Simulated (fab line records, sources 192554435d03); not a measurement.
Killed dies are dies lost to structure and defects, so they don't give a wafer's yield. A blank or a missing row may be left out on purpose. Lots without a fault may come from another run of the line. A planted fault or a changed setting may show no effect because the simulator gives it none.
fab line records | flow n5_finfet | part 1 of 2: steps 1 to 28 of 34
record lots=5 wafers=15 last_day=19
route steps=1938 shown MIM_TOP@1836 MIM_TOP_LITHO@1839 MIM_TOP_ETCH@1851 MIM_BOT_LITHO@1854 MIM_BOT_ETCH@1866
lots that met no fault: from a run of the same line without faults
start_h: hours from the record's first day to the start of the lot's first wafer shown | wait_h: hours since the lot's step before | " the same as in the row above | L1.1+2: a row that stands for several wafers | - no value, or no start given | * or withheld: withheld | < > ~ a bound
route shown NAME@n: a module of which the file shows steps, and the number in the route of the first | usual: mean/standard deviation of fault-free wafers | same: alike in all rows | chamber/n: place in a boat | sites: the reading at each site | _std_site: their standard deviation | _edge_site: outer sites' mean less inner sites' | radius_mm: how far each site lies from the wafer's centre | mask NAME#n: copy n | behind: the tool/chamber that last shaped the wafer | hold: why the lot was held/for how many hours/how that ended | device: the transistor (n, p or np) that didn't switch | end of line: the same wafers' tests at the end of the route | a step without rows: its recipe alone | killed: dies lost to structure and defects at the first sort, not the wafer's yield | map: a wafer's dies, x killed, . not, _ none there
set.NAME: the setting as run; set.NAME@STEP: as run at that earlier step | model.NAME: the simulator's own value behind a step, which no gauge read
lots at some steps of the route; a table a step, a row a wafer
services: from which hour (start_h, from the record's first day; less than 0 if before it) a tool's chamber was out of use, for how many hours, and why
## steps
# step N5_MIM_TOP_ALD_02
# recipe material=Al2O3 target_thk_a=* temp_c=withheld ald_precursor_family=TMA ald_co_reactant=O3 pulse_time_s=withheld purge_time_s=3 co_reactant_purge_time_s=withheld co_reactant_pulse_time_s=3 ald_cycles=withheld
# usual precursor_pulse_height_rel=1.001/0.02
# columns lot.wafer tool chamber start_h wait_h precursor_pulse_height_rel
L075.3 ald_hk-01 2 - - 1.028
L075.4 " 3 " " 1.005
L075.5 " 1 " " 0.998
L088.1 ald_hk-01 1 - - 0.991
L088.4 " 2 " " 0.952
L088.5 " 0 " " 0.998
L093.1 ald_hk-03 3 - - 0.981
L093.3 " 1 " " 0.979
L093.5 " 2 " " 1.013
L095.1 ald_hk-01 1 - - 0.970
L095.3 " 0 " " 1.026
L095.4 " 2 " " 1.043
L094.2 ald_hk-03 1 - - 0.982
L094.5 " 0 " " 1.021
L094.6 " 1 " " 0.984
# step N5_MIM_TOP_DEGAS_04
# recipe ambient=vacuum temp_c=300 time_s=60
# usual heater_power_w=452/36
# same time_s=60
# columns lot.wafer tool chamber start_h wait_h heater_power_w
L075.3 pvd_sputter-02 - 281.71 - 421
L075.4 " - " " 451
L075.5 " - " " 408
L088.1 pvd_sputter-01 - 438.27 - 491
L088.4 " - " " 470
L088.5 " - " " 421
L093.1 pvd_sputter-03 - 445.80 - 467
L093.3 " - " " 404
L093.5 " - " " 522
L095.1 pvd_sputter-01 - 446.51 - 484
L095.3 " - " " 501
L095.4 " - " " 421
L094.2 pvd_sputter-02 - 446.83 - 445
L094.5 " - " " 415
L094.6 " - " " 438
# step N5_MIM_TOP_SPUTTER_03
# recipe material=TiN target_thk_a=350 temp_c=200 power_w=3000 chamber_pressure_pa=0.49996 gas=Ar reactive_partial_pa=0.37997 time_s=89.7
# usual substrate_temp_c=199.98/0.17 throttle_valve_pct=30.2/0.77
# same time_s=89.7
# columns lot.wafer tool chamber start_h wait_h substrate_temp_c throttle_valve_pct
L075.3 pvd_sputter-02 - 281.75 0.0 200.06 29.1
L075.4 " - " " 200.21 30.4
L075.5 " - " " 200.11 28.8
L088.1 pvd_sputter-01 - 438.31 0.0 199.91 31.5
L088.4 " - " " 200.07 29.5
L088.5 " - " " 200.22 29.2
L093.1 pvd_sputter-03 - 445.84 0.0 199.67 30.3
L093.3 " - " " 199.81 31.0
L093.5 " - " " 200.16 29.4
L095.1 pvd_sputter-01 - 446.55 0.0 200.02 29.3
L095.3 " - " " 199.92 31.1
L095.4 " - " " 199.91 29.1
L094.2 pvd_sputter-02 - 446.87 0.0 200.11 30.6
L094.5 " - " " 199.79 29.1
L094.6 " - " " 199.63 31.1
# step N5_MIM_TOP_LITHO_HMDS_01
# recipe time_s=60 temp_c=120
# same time_s=60
# columns lot.wafer tool chamber start_h wait_h
L075.3+4+5 litho_track-05 0 281.85 0.1
L088.1+4+5 litho_track-04 0 438.41 0.1
L093.1+3+5 litho_track-05 0 445.96 0.1
L095.1+3+4 litho_track-03 0 446.65 0.1
L094.2+5+6 litho_track-05 0 446.98 0.1
# step N5_MIM_TOP_LITHO_COAT_02
# recipe spin_rpm=* resist_thk_nm=*
# columns lot.wafer tool chamber start_h wait_h
L075.3+4+5 litho_track-05 0 - -
L088.1+4+5 litho_track-04 0 - -
L093.1+3+5 litho_track-05 0 - -
L095.1+3+4 litho_track-03 0 - -
L094.2+5+6 litho_track-05 0 - -
# step N5_MIM_TOP_LITHO_EBR_04
# recipe solvent=PGMEA ebr_width_mm=1.5
# columns lot.wafer tool chamber start_h wait_h
L075.3+4+5 litho_track-05 0 - -
L088.1+4+5 litho_track-04 0 - -
L093.1+3+5 litho_track-05 0 - -
L095.1+3+4 litho_track-03 0 - -
L094.2+5+6 litho_track-05 0 - -
# step N5_MIM_TOP_LITHO_SOFTBAKE_03
# recipe temp_c=100 time_s=90
# same time_s=90
# columns lot.wafer tool chamber start_h wait_h
L075.3+4+5 litho_track-05 0 - -
L088.1+4+5 litho_track-04 0 - -
L093.1+3+5 litho_track-05 0 - -
L095.1+3+4 litho_track-03 0 - -
L094.2+5+6 litho_track-05 0 - -
# step N5_MIM_TOP_LITHO_EXPOSE_05
# recipe mask_id=MIM_TOP na=0.55 source_shape=conventional sigma_outer=0.8 polarization=unpolarized target_cd_nm=2000 dose_mj=20.5
# usual focus_offset_nm=0.0/0.48
# columns lot.wafer tool chamber start_h wait_h mask focus_offset_nm
L075.3 krf_scanner-01 0 282.14 - MIM_TOP#0 0.1
L075.4 " 0 " " MIM_TOP#0 0.6
L075.5 " 0 " " MIM_TOP#0 0.3
L088.1 krf_scanner-01 0 438.65 - MIM_TOP#0 -0.4
L088.4 " 0 " " MIM_TOP#0 0.0
L088.5 " 0 " " MIM_TOP#0 0.4
L093.1 krf_scanner-01 0 446.07 - MIM_TOP#0 -0.4
L093.3 " 0 " " MIM_TOP#0 0.7
L093.5 " 0 " " MIM_TOP#0 -0.2
L095.1 krf_scanner-02 0 446.76 - MIM_TOP#0 -0.2
L095.3 " 0 " " MIM_TOP#0 0.3
L095.4 " 0 " " MIM_TOP#0 0.2
L094.2 krf_scanner-01 0 447.22 - MIM_TOP#0 -0.4
L094.5 " 0 " " MIM_TOP#0 0.7
L094.6 " 0 " " MIM_TOP#0 0.9
# step N5_MIM_TOP_LITHO_PEB_06
# recipe peb_temp_c=withheld peb_time_s=*
# columns lot.wafer tool chamber start_h wait_h
L075.3+4+5 litho_track-05 0 282.19 0.0
L088.1+4+5 litho_track-05 0 438.70 0.1
L093.1+3+5 litho_track-03 0 446.12 0.1
L095.1+3+4 litho_track-04 0 446.82 0.1
L094.2+5+6 litho_track-05 0 447.27 0.0
# step N5_MIM_TOP_LITHO_DEVELOP_07
# recipe develop_time_s=60 rinse_liquid=diw dry=air_spin dev_temp_c=21
# columns lot.wafer tool chamber start_h wait_h
L075.3+4+5 litho_track-05 0 - -
L088.1+4+5 litho_track-05 0 - -
L093.1+3+5 litho_track-03 0 - -
L095.1+3+4 litho_track-04 0 - -
L094.2+5+6 litho_track-05 0 - -
# step N5_MIM_TOP_LITHO_HARDBAKE_09
# recipe temp_c=130 time_s=120
# same time_s=120
# columns lot.wafer tool chamber start_h wait_h
L075.3+4+5 litho_track-05 0 - -
L088.1+4+5 litho_track-05 0 - -
L093.1+3+5 litho_track-03 0 - -
L095.1+3+4 litho_track-04 0 - -
L094.2+5+6 litho_track-05 0 - -
# step N5_MIM_TOP_LITHO_CD_MEAS_08
# recipe target_cd_nm=2000 landing_energy_ev=500 detector=se_inlens
# usual cd_nm=1999.0/1.8
# columns lot.wafer tool chamber start_h wait_h cd_nm
L075.3 cd_sem-01 0 282.31 - 1999.2
L075.4 " 0 " " 2000.0
L075.5 " 0 " " 1998.4
L088.1 cd_sem-03 0 438.82 - 1999.0
L088.4 " 0 " " 2002.1
L088.5 " 0 " " 1997.6
L093.1 cd_sem-02 0 446.24 - 2001.9
L093.3 " 0 " " 1999.4
L093.5 " 0 " " 1998.9
L095.1 cd_sem-02 0 446.94 - 2002.9
L095.3 " 0 " " 2001.9
L095.4 " 0 " " 1999.6
L094.2 cd_sem-03 0 447.39 - 1998.1
L094.5 " 0 " " 1996.9
L094.6 " 0 " " 1998.4
# step N5_MIM_TOP_LITHO_OVL_MEAS_11
# recipe points_per_wafer=44
# usual MIM_TOP_OVL=1/4.5
# columns lot.wafer tool chamber start_h wait_h MIM_TOP_OVL[nm]
L075.3 overlay-01 0 282.34 0.0 -1
L075.4 " 0 " " 4
L075.5 " 0 " " -9
L088.1 overlay-02 0 438.86 0.0 -2
L088.4 " 0 " " -2
L088.5 " 0 " " -2
L093.1 overlay-01 0 446.27 0.0 5
L093.3 " 0 " " 3
L093.5 " 0 " " -2
L095.1 overlay-01 0 446.97 0.0 6
L095.3 " 0 " " 5
L095.4 " 0 " " 9
L094.2 overlay-02 0 447.42 0.0 5
L094.5 " 0 " " 5
L094.6 " 0 " " 5
# step N5_MIM_TOP_LITHO_INSPECT_12
# recipe mode=adi inspect_instrument=macro
# usual raw_defect_count=2.0/1.4
# columns lot.wafer tool chamber start_h wait_h raw_defect_count
L075.3 defect_inspect-02 - 282.36 0.0 3
L075.4 " - " " 2
L075.5 " - " " 0
L088.1 defect_inspect-01 - 438.89 0.0 1
L088.4 " - " " 2
L088.5 " - " " 1
L093.1 defect_inspect-02 - 446.30 0.0 2
L093.3 " - " " 5
L093.5 " - " " 4
L095.1 defect_inspect-01 - 446.99 0.0 1
L095.3 " - " " 5
L095.4 " - " " 2
L094.2 defect_inspect-02 - 447.44 0.0 4
L094.5 " - " " 1
L094.6 " - " " 5
# step N5_MIM_TOP_LITHO_DESCUM_10
# recipe chemistry=O2 time_s=7.9 source_power_w=50 bias_power_w=20 pressure_mtorr=20 rf_frequency_hz=2.712e+07 temp_c=40 o2_flow_sccm=225
# usual drypump_motor_current_A=5.9/0.49 oes_product_au=0.80/0.067 rf_vpp_V=242.7/1.3 showerhead_plenum_p_Torr=2.06/0.069 throttle_valve_pct=20.41/0.19
# same time_s=7.9
# columns lot.wafer tool chamber start_h wait_h drypump_motor_current_A oes_product_au rf_hours_counter_h rf_vpp_V showerhead_plenum_p_Torr throttle_valve_pct
L075.3 rie_diel-01 1 282.39 0.0 6.4 0.80 82 242.1 2.04 20.14
L075.4 " 3 " " 5.1 0.72 195 239.4 1.91 20.27
L075.5 " 2 " " 5.4 0.68 - 243.5 2.14 20.49
L088.1 rie_diel-01 0 438.92 0.0 6.2 0.70 238 241.1 1.98 20.70
L088.4 " 0 " " 6.2 0.70 - 241.1 1.98 20.71
L088.5 " 1 " " 6.4 0.76 - 242.2 2.02 20.20
L093.1 rie_diel-05 0 447.26 1.0 5.3 0.76 138 242.2 2.07 20.28
L093.3 " 3 " " 5.6 0.79 89 241.0 2.03 20.16
L093.5 " 0 " " 5.3 0.75 - 242.8 2.07 20.30
L095.1 rie_diel-03 2 447.58 0.6 6.7 0.75 139 243.8 2.09 20.66
L095.3 " 3 " " 5.6 0.84 60 244.0 2.13 20.66
L095.4 " 1 " " 6.4 0.77 121 243.2 2.10 20.33
L094.2 rie_diel-03 1 447.86 0.4 6.5 0.77 121 243.6 2.10 20.31
L094.5 " 2 " " 6.7 0.76 - 243.4 2.09 20.65
L094.6 " 3 " " 5.6 0.84 - 244.0 2.13 20.67
# step N5_MIM_TOP_ETCH_ETCH_00
# recipe chemistry=Cl2/BCl3 target=TiN target_depth_a=385 ion_energy_ev=150 pressure_mtorr=10 icp_w=1000 bias_w=126 Cl2_flow_sccm=53.25 bcl3_flow_sccm=21.75 Ar_flow_sccm=25
# usual bias_w=126.0/0.36 drypump_motor_current_A=5.8/0.44 oes_product_au=0.82/0.058 throttle_valve_pct=22.72/0.23
# columns lot.wafer tool chamber start_h wait_h bias_w drypump_motor_current_A oes_product_au rf_hours_counter_h throttle_valve_pct
L075.3 rie_metal-02 0 282.52 0.1 126.4 5.9 0.84 - 22.84
L075.4 " 1 " " 126.3 5.0 0.83 - 22.31
L075.5 " 0 " " 126.7 5.9 0.84 - 22.84
L088.1 rie_metal-02 0 439.01 0.1 125.7 5.9 0.80 37 22.88
L088.4 " 1 " " 125.4 5.0 0.78 - 22.36
L088.5 " 0 " " 126.4 5.9 0.80 - 22.87
L093.1 rie_metal-02 0 447.34 0.1 125.7 5.9 0.80 38 22.88
L093.3 " 1 " " 126.1 5.0 0.78 - 22.36
L093.5 " 0 " " 125.6 5.9 0.80 - 22.87
L095.1 rie_metal-03 0 447.66 0.1 126.0 6.3 0.78 46 22.75
L095.3 " 0 " " 126.1 6.3 0.78 - 22.75
L095.4 " 1 " " 125.8 6.0 0.89 - 22.80
L094.2 rie_metal-02 0 447.96 0.1 126.4 5.9 0.81 38 22.87
L094.5 " 0 " " 125.7 5.9 0.81 - 22.87
L094.6 " 1 " " 125.7 5.0 0.78 - 22.35
# step N5_MIM_TOP_ETCH_STRIP_01
# recipe chemistry=O2 power_w=600 temp_c=60 pressure_mtorr=30 rf_frequency_hz=6e+07 bias_power_w=0 overash_fraction=0.5 o2_flow_sccm=225
# usual drypump_motor_current_A=5.6/0.37 oes_product_au=0.83/0.1 rf_vpp_V=3.5/1.4 showerhead_plenum_p_Torr=2.09/0.08 throttle_valve_pct=16.57/0.22
# columns lot.wafer tool chamber start_h wait_h drypump_motor_current_A oes_product_au rf_hours_counter_h rf_vpp_V showerhead_plenum_p_Torr throttle_valve_pct
L075.3 rie_diel-06 1 282.78 0.2 5.7 0.73 224 2.9 1.99 16.63
L075.4 " 3 " " 5.3 0.70 197 6.7 2.02 17.16
L075.5 " 0 " " 4.9 0.85 - 2.7 2.06 16.50
L088.1 rie_diel-06 2 439.16 0.1 5.2 0.88 33 4.9 2.15 16.44
L088.4 " 0 " " 4.9 0.76 - 2.3 2.04 16.62
L088.5 " 2 " " 5.2 0.91 - 1.7 2.15 16.47
L093.1 rie_diel-06 0 447.48 0.1 4.9 0.76 111 3.3 2.04 16.62
L093.3 " 2 " " 5.2 0.91 36 3.3 2.15 16.44
L093.5 " 0 " " 4.9 0.76 - 4.5 2.04 16.64
L095.1 rie_diel-04 2 447.80 0.1 5.2 0.68 250 2.7 2.16 16.96
L095.3 " 1 " " 6.3 0.85 55 3.3 2.22 16.52
L095.4 " 0 " " 5.8 0.81 99 2.8 2.05 16.58
L094.2 rie_diel-04 3 448.10 0.1 5.7 0.87 39 5.5 2.04 16.49
L094.5 " 0 " " 5.8 0.81 - 3.6 2.05 16.54
L094.6 " 1 " " 6.3 0.86 - 3.8 2.22 16.54
# step N5_MIM_TOP_ETCH_PECVD_03
# recipe material=SiNx target_thk_a=200 temp_c=400 precursor=SiH4/NH3/N2 pressure_torr=1.5 rf_w=300 time_s=17.6
# usual heater_power_w=829/100 showerhead_plenum_p_Torr=5.15/0.067 showerhead_vpp_V=1076/60 throttle_valve_pct=40.3/2.5
# same time_s=17.6
# columns lot.wafer tool chamber start_h wait_h heater_power_w showerhead_plenum_p_Torr showerhead_vpp_V throttle_valve_pct
L075.3 pecvd-01 0 282.86 - 765 5.08 1081 39.8
L075.4 " 2 " " 768 5.11 1075 39.2
L075.5 " 2 " " 771 5.12 1072 38.9
L088.1 pecvd-04 2 439.22 - 723 5.27 1040 40.5
L088.4 " 1 " " 859 5.22 1052 44.6
L088.5 " 2 " " 721 5.26 1046 40.4
L093.1 pecvd-04 1 447.55 - 978 5.22 1043 44.7
L093.3 " 2 " " 790 5.27 1037 40.6
L093.5 " 2 " " 829 5.27 1023 40.5
L095.1 pecvd-01 2 447.87 - 668 5.11 1083 39.6
L095.3 " 0 " " 724 5.10 1080 39.8
L095.4 " 2 " " 678 5.12 1073 39.6
L094.2 pecvd-01 0 448.17 - 828 5.10 1095 40.0
L094.5 " 2 " " 658 5.11 1075 39.6
L094.6 " 0 " " 818 5.09 1099 40.0
# step N5_MIM_BOT_LITHO_HMDS_01
# recipe time_s=60 temp_c=120
# same time_s=60
# columns lot.wafer tool chamber start_h wait_h
L075.3+4+5 litho_track-01 0 282.94 0.1
L088.1+4+5 litho_track-02 0 439.29 0.0
L093.1+3+5 litho_track-02 0 447.62 0.0
L095.1+3+4 litho_track-05 0 447.94 0.0
L094.2+5+6 litho_track-01 0 448.24 0.0
# step N5_MIM_BOT_LITHO_COAT_02
# recipe spin_rpm=* resist_thk_nm=*
# columns lot.wafer tool chamber start_h wait_h
L075.3+4+5 litho_track-01 0 - -
L088.1+4+5 litho_track-02 0 - -
L093.1+3+5 litho_track-02 0 - -
L095.1+3+4 litho_track-05 0 - -
L094.2+5+6 litho_track-01 0 - -
# step N5_MIM_BOT_LITHO_EBR_04
# recipe solvent=PGMEA ebr_width_mm=1.5
# columns lot.wafer tool chamber start_h wait_h
L075.3+4+5 litho_track-01 0 - -
L088.1+4+5 litho_track-02 0 - -
L093.1+3+5 litho_track-02 0 - -
L095.1+3+4 litho_track-05 0 - -
L094.2+5+6 litho_track-01 0 - -
# step N5_MIM_BOT_LITHO_SOFTBAKE_03
# recipe temp_c=100 time_s=90
# same time_s=90
# columns lot.wafer tool chamber start_h wait_h
L075.3+4+5 litho_track-01 0 - -
L088.1+4+5 litho_track-02 0 - -
L093.1+3+5 litho_track-02 0 - -
L095.1+3+4 litho_track-05 0 - -
L094.2+5+6 litho_track-01 0 - -
# step N5_MIM_BOT_LITHO_EXPOSE_05
# recipe mask_id=MIM_BOT na=0.55 source_shape=conventional sigma_outer=0.8 polarization=unpolarized dose_mj=24.25
# usual focus_offset_nm=-0.1/0.58
# columns lot.wafer tool chamber start_h wait_h mask focus_offset_nm
L075.3 krf_scanner-02 0 283.18 - MIM_BOT#0 -1.0
L075.4 " 0 " " MIM_BOT#0 -0.6
L075.5 " 0 " " MIM_BOT#0 -0.2
L088.1 krf_scanner-02 0 439.43 - MIM_BOT#0 -0.1
L088.4 " 0 " " MIM_BOT#0 0.5
L088.5 " 0 " " MIM_BOT#0 1.0
L093.1 krf_scanner-01 0 447.85 - MIM_BOT#0 0.3
L093.3 " 0 " " MIM_BOT#0 -0.9
L093.5 " 0 " " MIM_BOT#0 -0.5
L095.1 krf_scanner-02 0 448.05 - MIM_BOT#0 1.4
L095.3 " 0 " " MIM_BOT#0 0.8
L095.4 " 0 " " MIM_BOT#0 0.4
L094.2 krf_scanner-01 0 448.48 - MIM_BOT#0 -0.4
L094.5 " 0 " " MIM_BOT#0 -0.5
L094.6 " 0 " " MIM_BOT#0 -0.2
# step N5_MIM_BOT_LITHO_PEB_06
# recipe peb_temp_c=withheld peb_time_s=*
# columns lot.wafer tool chamber start_h wait_h
L075.3+4+5 litho_track-05 0 283.23 0.0
L088.1+4+5 litho_track-05 0 439.48 0.1
L093.1+3+5 litho_track-02 0 447.91 0.1
L095.1+3+4 litho_track-01 0 448.11 0.1
L094.2+5+6 litho_track-05 0 448.53 0.0
# step N5_MIM_BOT_LITHO_DEVELOP_07
# recipe develop_time_s=60 rinse_liquid=diw dry=air_spin dev_temp_c=21
# columns lot.wafer tool chamber start_h wait_h
L075.3+4+5 litho_track-05 0 - -
L088.1+4+5 litho_track-05 0 - -
L093.1+3+5 litho_track-02 0 - -
L095.1+3+4 litho_track-01 0 - -
L094.2+5+6 litho_track-05 0 - -
# step N5_MIM_BOT_LITHO_HARDBAKE_09
# recipe temp_c=130 time_s=120
# same time_s=120
# columns lot.wafer tool chamber start_h wait_h
L075.3+4+5 litho_track-05 0 - -
L088.1+4+5 litho_track-05 0 - -
L093.1+3+5 litho_track-02 0 - -
L095.1+3+4 litho_track-01 0 - -
L094.2+5+6 litho_track-05 0 - -
# step N5_MIM_BOT_LITHO_CD_MEAS_08
# recipe target_cd_nm=3000 landing_energy_ev=500 detector=se_inlens polarity=opening
# usual cd_nm=2999.2/2.1
# columns lot.wafer tool chamber start_h wait_h cd_nm
L075.3 cd_sem-02 0 283.35 - 2998.8
L075.4 " 0 " " 2996.1
L075.5 " 0 " " 2994.8
L088.1 cd_sem-01 0 439.60 - 2996.4
L088.4 " 0 " " 2996.3
L088.5 " 0 " " 2995.9
L093.1 cd_sem-02 0 448.03 - 2999.2
L093.3 " 0 " " 3000.5
L093.5 " 0 " " 2999.0
L095.1 cd_sem-02 0 448.23 - 3000.2
L095.3 " 0 " " 3003.0
L095.4 " 0 " " 3001.3
L094.2 cd_sem-02 0 448.65 - 2998.0
L094.5 " 0 " " 2997.7
L094.6 " 0 " " 3000.5
# step N5_MIM_BOT_LITHO_OVL_MEAS_11
# recipe points_per_wafer=44
# usual MIM_BOT_OVL=-2/5.2
# columns lot.wafer tool chamber start_h wait_h MIM_BOT_OVL[nm]
L075.3 overlay-01 0 283.37 0.0 -1
L075.4 " 0 " " 4
L075.5 " 0 " " -2
L088.1 overlay-02 0 439.63 0.0 -6
L088.4 " 0 " " -6
L088.5 " 0 " " -5
L093.1 overlay-02 0 448.06 0.0 -1
L093.3 " 0 " " 1
L093.5 " 0 " " -2
L095.1 overlay-01 0 448.26 0.0 -6
L095.3 " 0 " " -7
L095.4 " 0 " " -4
L094.2 overlay-02 0 448.68 0.0 -1
L094.5 " 0 " " 11
L094.6 " 0 " " 0
